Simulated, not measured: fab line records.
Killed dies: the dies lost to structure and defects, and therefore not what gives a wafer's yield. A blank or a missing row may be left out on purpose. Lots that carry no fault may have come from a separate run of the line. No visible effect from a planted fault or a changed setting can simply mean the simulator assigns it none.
Chamber matching | flow n5-finfet | ald-sin-01 running N5_SPACER0_ALD_08: 4 sister chambers
The step deposits SiNx, target thk 2 nm. 4 wafers are shown with their chamber, then 12 later ones without.

== WAFERS, EACH WITH ITS CHAMBER ==
wafer  | chamber | heater-power-w (W)
L085.6 | 3       | 1166
L089.1 | 2       | 793
L089.3 | 1       | 752
L089.4 | 0       | 729

== WAFERS WITHOUT THEIR CHAMBER ==
wafer  | heater-power-w (W)
L090.1 | 1174
L090.2 | 765
L090.6 | 1192
L091.1 | 775
L091.2 | 1170
L091.3 | 740
L093.1 | 753
L093.2 | 768
L093.6 | 761
L095.2 | 749
L095.3 | 1151
L095.5 | 1167

== EACH ONE'S CHAMBER ==
wafer  | from the rows above          | in truth
L090.1 | 3                            | 3
L090.2 | can't be placed: 1 or 2 or 0 | 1
L090.6 | 3                            | 3
L091.1 | can't be placed: 2 or 1      | 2
L091.2 | 3                            | 3
L091.3 | can't be placed: 0 or 1      | 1
L093.1 | can't be placed: 1 or 0      | 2
L093.2 | can't be placed: 1 or 2 or 0 | 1
L093.6 | can't be placed: 1 or 0 or 2 | 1
L095.2 | can't be placed: 1 or 0      | 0
L095.3 | 3                            | 3
L095.5 | 3                            | 3
5 of 12 placed correctly. Cannot be placed on the basis of these rows: 7; the candidates contain the true chamber in 6. Placed wrongly: 0.
How it was worked out, from the rows above alone: a wafer's distance from a chamber is the root of the sum, over the readings, of the square of ((its reading less the chamber's mean) divided by the reading's scatter). The wafer belongs to the nearest chamber; if the next one is less than 2 further off, it can't be placed. Each chamber's mean is taken over the wafers shown for it. The scatter: root of mean squared gap, hidden wafer to nearest shown wafer, with one shown wafer a chamber.
